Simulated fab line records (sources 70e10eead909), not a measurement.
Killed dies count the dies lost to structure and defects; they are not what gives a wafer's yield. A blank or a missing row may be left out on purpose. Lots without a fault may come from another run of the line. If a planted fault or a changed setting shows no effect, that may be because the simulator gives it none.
Chamber matching + flow nand harc + 4 sister chambers for NHARC_A_CONTACT_ETCH_106 on rie diel-03
The step etches the open film in CF4/O2, target depth 90 nm, overetch 9 nm, time 49.5 s. 4 wafers are shown with their chamber, then 11 later ones without.

WAFERS WITH THEIR CHAMBER
| wafer  | chamber | drypump motor current A (A) |
|--------|---------|-----------------------------|
| L087.1 | 2       | 6.1                         |
| L091.1 | 3       | 6.2                         |
| L091.2 | 0       | 5.1                         |
| L092.3 | 1       | 6.7                         |

WAFERS WITH NO CHAMBER GIVEN
| wafer  | drypump motor current A (A) |
|--------|-----------------------------|
| L092.4 | 6.2                         |
| L092.5 | 6.7                         |
| L094.2 | 6.7                         |
| L094.3 | 5.1                         |
| L094.4 | 6.0                         |
| L095.1 | 5.1                         |
| L095.2 | 6.2                         |
| L095.3 | 6.7                         |
| L097.2 | 6.7                         |
| L097.4 | 6.0                         |
| L097.6 | 6.7                         |

WHICH CHAMBER EACH ONE RAN IN
| wafer  | from the rows above | in truth |
|--------|---------------------|----------|
| L092.4 | 3                   | 3        |
| L092.5 | 1                   | 1        |
| L094.2 | 1                   | 1        |
| L094.3 | 0                   | 0        |
| L094.4 | 2                   | 2        |
| L095.1 | 0                   | 0        |
| L095.2 | 3                   | 3        |
| L095.3 | 1                   | 1        |
| L097.2 | 1                   | 1        |
| L097.4 | 2                   | 2        |
| L097.6 | 1                   | 1        |
Placed correctly: 11 of 11. Left unplaced by these rows: 0. 0 placed wrongly.
How it was worked out, from the rows above alone: a wafer's distance from a chamber is the root of the sum, over the readings, of the square of ((its reading less the chamber's mean) divided by the reading's scatter). The wafer belongs to the nearest chamber; if the next one is less than 2 further off, it can't be placed. The mean given for a chamber averages the wafers shown for that chamber. The scatter: with one shown wafer a chamber, the root of the mean of the squares of how far each hidden wafer lies from its nearest shown one.
